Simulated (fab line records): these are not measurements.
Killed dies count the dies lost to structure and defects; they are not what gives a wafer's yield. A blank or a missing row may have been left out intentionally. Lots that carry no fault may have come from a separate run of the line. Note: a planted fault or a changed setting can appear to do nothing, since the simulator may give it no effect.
What tool caused it? | flow nand_harc | 14 lots, 42 wafers sampled, at 5 steps of a route of 1302

## WHAT EACH GAUGE READ, for each wafer
NHARC_P_BONDPAD_CD_MEAS_13. Usual: cd_nm at 500.7 nm, with a standard deviation of 2.1.
lot  | measured     | on        | cd_nm (nm)        | flag
L993 | day 6 17:28  | cd_sem-01 | 502.4 502.5 504.1 |
L995 | day 7 06:28  | cd_sem-03 | 500.9 501.0 501.6 |
L996 | day 7 19:01  | cd_sem-01 | 502.7 503.9 503.0 |
L997 | day 8 04:57  | cd_sem-03 | 505.3 503.0 500.3 |
L100 | day 9 09:34  | cd_sem-02 | 500.0 497.4 497.7 |
L102 | day 10 06:55 | cd_sem-03 | 502.1 497.6 497.8 |
L104 | day 11 01:43 | cd_sem-02 | 502.2 501.1 499.3 |
L106 | day 12 00:29 | cd_sem-02 | 498.6 496.8 497.8 |
L108 | day 12 19:14 | cd_sem-02 | 501.4 501.0 498.9 |
L111 | day 13 21:58 | cd_sem-02 | 502.6 501.2 501.2 |
L113 | day 15 00:02 | cd_sem-03 | 500.8 501.0 500.0 |
L114 | day 15 07:07 | cd_sem-01 | 501.7 499.3 500.1 |
L116 | day 16 12:19 | cd_sem-01 | 504.1 500.6 505.1 |
L115 | day 16 12:35 | cd_sem-03 | 498.3 499.8 503.3 |

NHARC_A_ONON_D1_THK_MEAS_02: measures by ellipsometry. Usual: thk_nm at 999 nm, with a standard deviation of 10.
lot  | measured     | on            | thk_nm (nm)    | flag
L993 | day 7 20:56  | film_metro-02 | 977 977 978    |
L995 | day 8 09:43  | film_metro-01 | 1002 1003 1004 |
L996 | day 8 23:19  | film_metro-01 | 992 990 991    |
L997 | day 9 07:08  | film_metro-01 | 1013 1013 1013 |
L100 | day 10 11:03 | film_metro-02 | 995 997 996    |
L102 | day 11 08:52 | film_metro-01 | 998 997 999    |
L104 | day 12 01:25 | film_metro-02 | 1001 1000 1001 |
L106 | day 13 02:35 | film_metro-02 | 1005 1005 1004 |
L108 | day 13 21:31 | film_metro-02 | 681 679 681    | OFF
L111 | day 15 00:25 | film_metro-02 | 662 664 662    | OFF
L113 | day 16 03:23 | film_metro-02 | 1006 1005 1004 |
L114 | day 16 08:10 | film_metro-02 | 998 997 997    |
L116 | day 17 13:52 | film_metro-02 | 1005 1007 1004 |
L115 | day 17 13:57 | film_metro-01 | 997 997 997    |

NHARC_END_SORT_01. Usual: killed_at_array 57, standard deviation 19; killed_at_other 0.9, standard deviation 1.1; killed_at_periphery 4.0, standard deviation 2.6; killed_dies 62, standard deviation 19; killed_open 3.3, standard deviation 1.8; killed_short 2.4, standard deviation 1.7.
lot  | measured     | on        | killed_at_array | killed_at_other | killed_at_periphery | killed_dies | killed_open | killed_short | flag
L108 | day 30 14:55 | prober-02 | 674 675 673     | 1 1 0           | 2 1 4               | 677 677 677 | 2 2 7       | 4 1 2        | OFF
L111 | day 31 06:31 | prober-02 | 672 673 671     | 1 2 1           | 4 2 5               | 677 677 677 | 2 1 4       | 3 4 2        | OFF

## WHAT TOOL EACH LOT RAN ON (gives the tool, then ch and the chambers of the sampled wafers, and finally the start)
lot  | NHARC_P_BONDPAD_PVD_27                  | NHARC_A_ONON_D1_DEP_00
L993 | pvd_sputter-02, day 7 20:26 or earlier  | pecvd_onon-04 ch 0, day 7 20:26
L995 | pvd_sputter-01, day 8 09:19 or earlier  | pecvd_onon-04 ch 0, day 8 09:19
L996 | pvd_sputter-01, day 8 22:52 or earlier  | pecvd_onon-01 ch 0, day 8 22:52
L997 | pvd_sputter-02, day 9 06:37 or earlier  | pecvd_onon-02 ch 0, day 9 06:37
L100 | pvd_sputter-02, day 10 10:32 or earlier | pecvd_onon-01 ch 0, day 10 10:32
L102 | pvd_sputter-01, day 11 08:25 or earlier | pecvd_onon-02 ch 0, day 11 08:25
L104 | pvd_sputter-02, day 12 01:05 or earlier | pecvd_onon-04 ch 0, day 12 01:05
L106 | pvd_sputter-02, day 13 02:07 or earlier | pecvd_onon-02 ch 0, day 13 02:07
L108 | pvd_sputter-03, day 13 21:01 or earlier | pecvd_onon-02 ch 0, day 13 21:01
L111 | pvd_sputter-01, day 14 23:55 or earlier | pecvd_onon-02 ch 0, day 14 23:55
L113 | pvd_sputter-02, day 16 02:53 or earlier | pecvd_onon-01 ch 0, day 16 02:53
L114 | pvd_sputter-03, day 16 07:42 or earlier | pecvd_onon-04 ch 0, day 16 07:42
L116 | pvd_sputter-01, day 17 13:28 or earlier | pecvd_onon-01 ch 0, day 17 13:28
L115 | pvd_sputter-02, day 17 13:33 or earlier | pecvd_onon-04 ch 0, day 17 13:33
- NHARC_P_BONDPAD_PVD_27: deposits Cu, target thk 30 nm, time 20.49 s.
- NHARC_A_ONON_D1_DEP_00: target thk 1000 nm.

## AS READ BY THE TOOLS THEMSELVES (means over the sampled wafers that have a number; for cases with no such wafer, the mark the record gives instead)
NHARC_P_BONDPAD_PVD_27. Usual: throttle_valve_pct at 30.6 %, with a standard deviation of 0.85.
lot  | tool           | throttle_valve_pct (%) | flag
L993 | pvd_sputter-02 | 30.8                   |
L995 | pvd_sputter-01 | 30.3                   |
L996 | pvd_sputter-01 | 30.2                   |
L997 | pvd_sputter-02 | 30.2                   |
L100 | pvd_sputter-02 | 30.4                   |
L102 | pvd_sputter-01 | 31.3                   |
L104 | pvd_sputter-02 | 31.4                   |
L106 | pvd_sputter-02 | 30.2                   |
L108 | pvd_sputter-03 | 30.2                   |
L111 | pvd_sputter-01 | 32.0                   |
L113 | pvd_sputter-02 | 31.0                   |
L114 | pvd_sputter-03 | 30.0                   |
L116 | pvd_sputter-01 | 31.0                   |
L115 | pvd_sputter-02 | 30.9                   |

## THE ANSWER, worked out from the rows above alone
Rule: take the mean of a lot's wafers that have a number; if it is more than 3 standard deviations from the usual mean, the lot is off. Also off: a lot with no number at a reading for which 4 or more lots have one. Where the step has rows for the other lots, those lots are counted as sound. Order of review: gauges by route order, followed by the tools' own readings, for which a lot's mean as printed above is used. At the first step where some lot is off, the reading lying furthest off is the one used; lots without a number count as furthest.
Off: L108, L111 (NHARC_A_ONON_D1_THK_MEAS_02, thk_nm).
A tool fits if, at a process step before that reading, it ran every lot that is off, and no sound lot after the first of them. Not tried: the gauges at NHARC_A_ONON_D1_THK_MEAS_02; whatever is off there is also off at NHARC_END_SORT_01, on other tools, and gauge error can't account for it. Because NHARC_P_BONDPAD_PVD_27 lacks a start for some lots, the hours and order of its lots are taken from NHARC_A_ONON_D1_DEP_00. One fits: pecvd_onon-02 at NHARC_A_ONON_D1_DEP_00. A fault onset in the window from L106 (day 13 02:07, its last sound lot) to L108 (day 13 21:01, its first lot off) fits.

## WHAT THE SIMULATOR HAD INSERTED
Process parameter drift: pecvd_onon-02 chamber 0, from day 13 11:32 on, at NHARC_A_ONON_D1_DEP_00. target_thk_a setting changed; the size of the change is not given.
Struck lots among those shown: L108, L111. The rule above found the same.
